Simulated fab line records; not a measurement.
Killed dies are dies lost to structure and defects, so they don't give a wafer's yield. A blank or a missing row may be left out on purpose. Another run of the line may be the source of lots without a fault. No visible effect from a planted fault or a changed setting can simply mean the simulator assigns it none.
fab line records | flow nandHarc
record: lots: 13 | wafers: 39 | lastDay: 33
route steps=1302 shown P_GATE@132
lots that met no fault: from a run of the same line without faults
startH: hours from the record's opening day to when the first of the lot's shown wafers began | waitH: hours since the lot's step before | " identical to the entry in the row above | L1.1+2: one row covering several wafers at once | - no value, or no start was given | * or withheld: withheld | < > ~ a bound
route shown NAME@n: a module of which the file shows steps, and the number in the route of the first | usual: mean and standard deviation over wafers with no fault | same: alike in all rows | chamber/n: place in a boat | sites: readings site by site | _std_site: how widely they spread, as a standard deviation | _edge_site: outer sites' mean less inner sites' | radiusMm: for every site, how far away it sits from the centre of the wafer | mask NAME#n: copy n | behind: the last tool/chamber to shape the wafer | hold: reason for holding the lot/hours on hold/outcome of the hold | device: which transistor (n, p or np) failed to switch | end of line: the tests these same wafers got at the end of their route | for a step that has no rows: nothing shown but its recipe | killed: not the wafer's yield, but the dies lost to structure and defects at the first sort | map: a wafer's dies, x killed, . not, _ none there
set.NAME: the setting that was run; set.NAME@STEP: the one run at that earlier step | model.NAME: the simulator's own value behind a step, which no gauge read
route steps across a sampled set of lots; one table per step, one row per wafer
services: the hour from which a tool's chamber was out of use, counted from the record's first day as startH (under 0 if before that day), plus the number of hours and why
== steps ==
step: NHARC_P_GATE_DEP_103
recipe: targetThkA: 300 | targetThkNm: 30 | tempC: 400 | flowSccm: 200 | rfW: 350 | material: SiON
usual: heaterPowerW: 715/77 | rfFwdPowerW: 348.2/1.3
lot.wafer | tool     | chamber | startH | waitH | heaterPowerW | rfFwdPowerW
L294.3    | pecvd-01 | 1       | 97.27  | 0.4   | 766          | 349.0
L294.4    | "        | 1       | "      | "     | 743          | 347.9
L294.5    | "        | 2       | "      | "     | 746          | 348.1
L295.3    | pecvd-03 | 2       | 111.18 | 0.4   | 624          | 347.0
L295.1    | "        | 0       | "      | "     | 822          | 347.2
L295.5    | "        | 1       | "      | "     | 622          | 349.7
L296.1    | pecvd-01 | 2       | 111.31 | 0.7   | 636          | 348.1
L296.4    | "        | 2       | "      | "     | 632          | 349.9
L296.5    | "        | 0       | "      | "     | 740          | 349.7
L297.1    | pecvd-03 | 2       | 127.74 | 0.6   | 609          | 347.9
L297.2    | "        | 0       | "      | "     | 807          | 350.2
L297.5    | "        | 0       | "      | "     | 800          | 348.0
L298.2    | pecvd-01 | 1       | 128.35 | 0.4   | 782          | 349.4
L298.1    | "        | 0       | "      | "     | 708          | 347.5
L298.5    | "        | 0       | "      | "     | 715          | 349.2
L299.3    | pecvd-02 | 1       | 140.34 | 0.4   | 871          | 346.8
L299.1    | "        | 2       | "      | "     | 662          | 349.1
L299.5    | "        | 2       | "      | "     | 661          | 347.2
L307.2    | pecvd-02 | 2       | 223.82 | 0.4   | 643          | 347.8
L307.1    | "        | 0       | "      | "     | 738          | 349.9
L307.6    | "        | 1       | "      | "     | 755          | 346.5
L309.2    | pecvd-03 | 1       | 243.82 | 0.5   | 617          | 347.7
L309.4    | "        | 2       | "      | "     | 683          | 345.3
L309.6    | "        | 0       | "      | "     | 686          | 346.1
L308.3    | pecvd-02 | 0       | 244.44 | 0.4   | 852          | 348.2
L308.2    | "        | 1       | "      | "     | 739          | 347.9
L308.6    | "        | 2       | "      | "     | 620          | 347.5
L312.2    | pecvd-02 | 0       | 272.10 | 0.5   | 740          | 349.1
L312.1    | "        | 2       | "      | "     | 593          | 348.8
L312.4    | "        | 1       | "      | "     | 825          | 346.2
L315.2    | pecvd-02 | 0       | 305.83 | 0.5   | 826          | 349.5
L315.1    | "        | 2       | "      | "     | 587          | 347.2
L315.6    | "        | 1       | "      | "     | 870          | 349.0
L316.2    | pecvd-02 | 2       | 314.73 | 0.5   | 694          | 346.4
L316.1    | "        | 0       | "      | "     | 833          | 347.8
L316.5    | "        | 0       | "      | "     | 834          | 348.4
L317.1    | pecvd-01 | 0       | 328.09 | 0.6   | 635          | 349.7
L317.3    | "        | 1       | "      | "     | 825          | 348.6
L317.4    | "        | 1       | "      | "     | 849          | 347.8
step: NHARC_P_GATE_STRIP_75
recipe: powerW: 1500 | tempC: 250 | chemistry: O2
usual: drypumpMotorCurrentA: 5.6/0.45 | heaterPowerW: 331/27
lot.wafer | tool           | chamber | startH | waitH | drypumpMotorCurrentA | heaterPowerW | rfHoursCounterH
L294.4    | plasmaAsher-01 | 1       | 111.48 | 0.2   | 5.3                  | 370          | -
L294.3    | "              | 0       | "      | "     | 5.1                  | 310          | -
L294.5    | "              | 0       | "      | "     | 5.1                  | 311          | -
L296.1    | plasmaAsher-01 | 0       | 124.54 | 0.3   | 5.1                  | 308          | 16
L296.4    | "              | 0       | "      | "     | 5.1                  | 305          | -
L296.5    | "              | 0       | "      | "     | 5.1                  | 313          | -
L295.1    | plasmaAsher-02 | 0       | 124.74 | 0.2   | 6.2                  | 349          | 8
L295.3    | "              | 0       | "      | "     | 6.2                  | 346          | -
L295.5    | "              | 1       | "      | "     | 6.0                  | 318          | -
L297.1    | plasmaAsher-02 | 0       | 141.16 | 0.3   | 6.2                  | 349          | 11
L297.2    | "              | 1       | "      | "     | 6.0                  | 310          | 11
L297.5    | "              | 1       | "      | "     | 6.0                  | 317          | -
L298.1    | plasmaAsher-01 | 1       | 141.94 | 0.2   | 5.3                  | 359          | 19
L298.2    | "              | 0       | "      | "     | 5.1                  | 305          | 19
L298.5    | "              | 0       | "      | "     | 5.1                  | 305          | -
L299.1    | plasmaAsher-01 | 1       | 154.10 | 0.2   | 5.3                  | 360          | 25
L299.3    | "              | 0       | "      | "     | 5.0                  | 305          | -
L299.5    | "              | 0       | "      | "     | 5.1                  | 307          | -
L307.1    | plasmaAsher-01 | 0       | 237.40 | 0.3   | 5.1                  | 305          | 1
L307.2    | "              | 1       | "      | "     | 5.3                  | 373          | 1
L307.6    | "              | 0       | "      | "     | 5.1                  | 294          | -
L308.2    | plasmaAsher-01 | 1       | 258.35 | 0.2   | 5.3                  | 366          | 5
L308.3    | "              | 1       | "      | "     | 5.3                  | 377          | -
L308.6    | "              | 0       | "      | "     | 5.1                  | 297          | -
L309.2    | plasmaAsher-02 | 0       | 259.20 | 0.3   | 6.1                  | 327          | 1
L309.4    | "              | 1       | "      | "     | 6.0                  | 329          | -
L309.6    | "              | 1       | "      | "     | 6.0                  | 328          | -
L312.1    | plasmaAsher-01 | 0       | 285.60 | 0.3   | 5.1                  | 296          | 11
L312.2    | "              | 1       | "      | "     | 5.4                  | 356          | 11
L312.4    | "              | 1       | "      | "     | 5.3                  | 366          | -
L315.2    | plasmaAsher-01 | 0       | 319.14 | 0.3   | 5.1                  | 296          | 19
L315.1    | "              | 1       | "      | "     | 5.3                  | 373          | 19
L315.6    | "              | 1       | "      | "     | 5.3                  | 366          | -
L316.2    | plasmaAsher-01 | 1       | 328.23 | 0.3   | 5.3                  | 373          | 23
L316.1    | "              | 0       | "      | "     | 5.1                  | 297          | 23
L316.5    | "              | 1       | "      | "     | 5.3                  | 368          | -
L317.1    | plasmaAsher-01 | 1       | 341.42 | 0.2   | 5.4                  | 371          | 29
L317.4    | "              | 1       | "      | "     | 5.4                  | 363          | -
L317.3    | "              | 0       | "      | "     | 5.1                  | 301          | -
step: NHARC_P_GATE_EXPOSE_56
recipe: na: 0.6 | targetCdNm: 720 | doseMj: 14.81 | maskId: P_PSD
same: na: 0.6
lot.wafer  | tool          | chamber | startH | waitH | mask
L294.3+4+5 | krfScanner-01 | 0       | 112.23 | -     | P_PSD#0
L296.1+4+5 | krfScanner-03 | 0       | 125.31 | -     | P_PSD#0
L295.1+3+5 | krfScanner-01 | 0       | 125.49 | -     | P_PSD#0
L297.1+2+5 | krfScanner-02 | 0       | 141.93 | -     | P_PSD#0
L298.1+2+5 | krfScanner-02 | 0       | 142.58 | -     | P_PSD#0
L299.1+3+5 | krfScanner-02 | 0       | 154.74 | -     | P_PSD#0
L307.1+2+6 | krfScanner-02 | 0       | 238.17 | -     | P_PSD#0
L308.2+3+6 | krfScanner-02 | 0       | 258.99 | -     | P_PSD#0
L309.2+4+6 | krfScanner-03 | 0       | 259.97 | -     | P_PSD#0
L312.1+2+4 | krfScanner-03 | 0       | 286.37 | -     | P_PSD#0
L315.1+2+6 | krfScanner-03 | 0       | 319.91 | -     | P_PSD#0
L316.1+2+5 | krfScanner-02 | 0       | 329.00 | -     | P_PSD#0
L317.1+3+4 | krfScanner-01 | 0       | 342.19 | -     | P_PSD#0
step: NHARC_P_GATE_CD_MEAS_59
recipe: targetCdNm: 720 | landingEnergyEv: 500
usual: cdNm: 720.4/2
lot.wafer | tool     | chamber | startH | waitH | cdNm
L294.3    | cdSem-03 | 0       | 112.39 | -     | 719.4
L294.4    | "        | 0       | "      | "     | 721.7
L294.5    | "        | 0       | "      | "     | 718.6
L296.1    | cdSem-01 | 0       | 125.47 | -     | 719.5
L296.4    | "        | 0       | "      | "     | 723.1
L296.5    | "        | 0       | "      | "     | 720.1
L295.1    | cdSem-02 | 0       | 125.65 | -     | 719.1
L295.3    | "        | 0       | "      | "     | 720.6
L295.5    | "        | 0       | "      | "     | 720.7
L297.1    | cdSem-02 | 0       | 142.08 | -     | 721.6
L297.2    | "        | 0       | "      | "     | 720.0
L297.5    | "        | 0       | "      | "     | 718.4
L298.1    | cdSem-01 | 0       | 142.74 | -     | 721.9
L298.2    | "        | 0       | "      | "     | 723.0
L298.5    | "        | 0       | "      | "     | 722.5
L299.1    | cdSem-02 | 0       | 154.90 | -     | 721.3
L299.3    | "        | 0       | "      | "     | 718.1
L299.5    | "        | 0       | "      | "     | 718.8
L307.1    | cdSem-01 | 0       | 238.32 | -     | 751.5
L307.2    | "        | 0       | "      | "     | 752.6
L307.6    | "        | 0       | "      | "     | 720.0
L308.2    | cdSem-02 | 0       | 259.14 | -     | 747.4
L308.3    | "        | 0       | "      | "     | 748.6
L308.6    | "        | 0       | "      | "     | 718.5
L309.2    | cdSem-02 | 0       | 260.12 | -     | 721.0
L309.4    | "        | 0       | "      | "     | 720.5
L309.6    | "        | 0       | "      | "     | 721.6
L312.1    | cdSem-02 | 0       | 286.53 | -     | 716.8
L312.2    | "        | 0       | "      | "     | 720.9
L312.4    | "        | 0       | "      | "     | 720.9
L315.1    | cdSem-03 | 0       | 320.06 | -     | 723.0
L315.2    | "        | 0       | "      | "     | 723.8
L315.6    | "        | 0       | "      | "     | 718.3
L316.1    | cdSem-03 | 0       | 329.15 | -     | 719.0
L316.2    | "        | 0       | "      | "     | 722.7
L316.5    | "        | 0       | "      | "     | 722.2
L317.1    | cdSem-01 | 0       | 342.34 | -     | 723.5
L317.3    | "        | 0       | "      | "     | 717.0
L317.4    | "        | 0       | "      | "     | 720.5
step: NHARC_P_GATE_STRIP_95
recipe: powerW: 1500 | tempC: 250 | chemistry: O2
usual: drypumpMotorCurrentA: 5.7/0.46 | heaterPowerW: 330/24
lot.wafer | tool           | chamber | startH | waitH | drypumpMotorCurrentA | heaterPowerW | rfHoursCounterH
L294.3    | plasmaAsher-02 | 0       | 115.35 | 0.4   | 6.1                  | 338          | -
L294.4    | "              | 1       | "      | "     | 6.0                  | 322          | -
L294.5    | "              | 0       | "      | "     | 6.1                  | 347          | -
L296.1    | plasmaAsher-02 | 1       | 128.31 | 0.5   | 6.0                  | 315          | 9
L296.4    | "              | 1       | "      | "     | 6.0                  | 317          | -
L296.5    | "              | 1       | "      | "     | 6.0                  | 306          | -
L295.1    | plasmaAsher-01 | 1       | 128.50 | 0.6   | 5.3                  | 363          | 17
L295.3    | "              | 0       | "      | "     | 5.0                  | 315          | -
L295.5    | "              | 1       | "      | "     | 5.3                  | 363          | -
L297.1    | plasmaAsher-01 | 0       | 145.06 | 0.6   | 5.1                  | 312          | 21
L297.2    | "              | 1       | "      | "     | 5.3                  | 349          | 21
L297.5    | "              | 1       | "      | "     | 5.3                  | 356          | -
L298.1    | plasmaAsher-02 | 0       | 145.69 | 0.6   | 6.2                  | 352          | 13
L298.2    | "              | 1       | "      | "     | 6.0                  | 313          | 13
L298.5    | "              | 1       | "      | "     | 6.0                  | 320          | -
L299.1    | plasmaAsher-01 | 0       | 158.12 | 0.5   | 5.1                  | 311          | 28
L299.3    | "              | 0       | "      | "     | 5.1                  | 307          | -
L299.5    | "              | 1       | "      | "     | 5.3                  | 358          | -
L307.1    | plasmaAsher-02 | 0       | 241.28 | 0.6   | 6.2                  | 345          | 31
L307.2    | "              | 1       | "      | "     | 6.0                  | 319          | 31
L307.6    | "              | 1       | "      | "     | 6.0                  | 325          | -
L308.2    | plasmaAsher-02 | 0       | 262.11 | 0.5   | 6.2                  | 329          | 2
L308.3    | "              | 0       | "      | "     | 6.2                  | 328          | -
L308.6    | "              | 0       | "      | "     | 6.2                  | 317          | -
L309.2    | plasmaAsher-02 | 1       | 263.07 | 0.6   | 6.0                  | 325          | 2
L309.4    | "              | 0       | "      | "     | 6.2                  | 329          | -
L309.6    | "              | 0       | "      | "     | 6.2                  | 326          | -
L312.1    | plasmaAsher-01 | 0       | 289.48 | 0.6   | 5.1                  | 294          | 13
L312.2    | "              | 1       | "      | "     | 5.3                  | 360          | 13
L312.4    | "              | 1       | "      | "     | 5.3                  | 363          | -
L315.1    | plasmaAsher-01 | 1       | 323.01 | 0.6   | 5.3                  | 365          | 20
L315.2    | "              | 0       | "      | "     | 5.0                  | 294          | 20
L315.6    | "              | 0       | "      | "     | 5.0                  | 292          | -
L316.1    | plasmaAsher-01 | 1       | 334.36 | 0.6   | 5.3                  | 368          | 26
L316.2    | "              | 0       | "      | "     | 5.1                  | 298          | 26
L316.5    | "              | 0       | "      | "     | 5.1                  | 300          | -
L317.1    | plasmaAsher-01 | 0       | 345.31 | 0.5   | 5.1                  | 287          | 31
L317.3    | "              | 1       | "      | "     | 5.3                  | 371          | -
L317.4    | "              | 0       | "      | "     | 5.1                  | 298          | -
== services ==
tool           | chamber | startH | hours | kind
plasmaAsher-01 | -       | 74.69  | 0.7   | repair
pecvd-01       | 1       | 83.26  | 2.2   | repair
krfScanner-03  | -       | 85.74  | 0.8   | repair
krfScanner-01  | -       | 86.50  | 4.7   | repair
krfScanner-02  | -       | 94.00  | 4.0   | pm
plasmaAsher-02 | -       | 99.14  | 1.4   | repair
pecvd-01       | -       | 131.39 | 13.0  | pm
krfScanner-02  | -       | 134.42 | 0.2   | repair
plasmaAsher-02 | -       | 147.70 | 11.9  | repair
pecvd-01       | 0       | 167.54 | 2.0   | repair
plasmaAsher-01 | -       | 187.31 | 1.3   | repair
pecvd-01       | -       | 201.63 | 2.3   | repair
krfScanner-03  | -       | 224.00 | 4.0   | pm
plasmaAsher-01 | -       | 224.73 | 9.0   | pm
pecvd-02       | -       | 227.63 | 13.0  | pm
plasmaAsher-02 | -       | 249.19 | 9.0   | pm
krfScanner-02  | -       | 254.02 | 1.1   | repair
pecvd-01       | 1       | 261.67 | 7.2   | repair
plasmaAsher-01 | -       | 265.50 | 0.4   | repair
krfScanner-02  | -       | 266.00 | 4.0   | pm
krfScanner-03  | -       | 273.34 | 0.3   | repair
pecvd-01       | -       | 312.39 | 13.0  | pm
plasmaAsher-02 | -       | 313.87 | 46.1  | repair
pecvd-02       | -       | 337.71 | 0.7   | repair
== key ==
firstSign: step: NHARC_P_GATE_CD_MEAS_59 | reading: cdNm | direction: up | sigmas: 15 | usual: 720.4 | struck: 750.0
effect none on later readings
metAt NHARC_P_GATE_EXPOSE_56
struckLots L307,L308
struckWafers L307.1,L307.2,L308.2,L308.3
testerLeftOut L307,L308
notActingAt NHARC_P_GATE_DEP_103,NHARC_P_GATE_STRIP_75,NHARC_P_GATE_STRIP_95
onsetBetween 154.74 238.17
fault: kind: processParameterDrift | tool: krfScanner-02 | chamber: - | onsetH: 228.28 | steps: NHARC_P_GATE_EXPOSE_56 | channel: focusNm | offset: 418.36 | shape: step | endH: 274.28 | scope: struckWafersOnly
testerLeftOut: of these lots the tester's yield and bins aren't shown, on N5 and GAA mostly nor the transistor test; their killed dies are dies lost to structure and defects alone, not to doping, threshold or leakage, so they don't give the yield
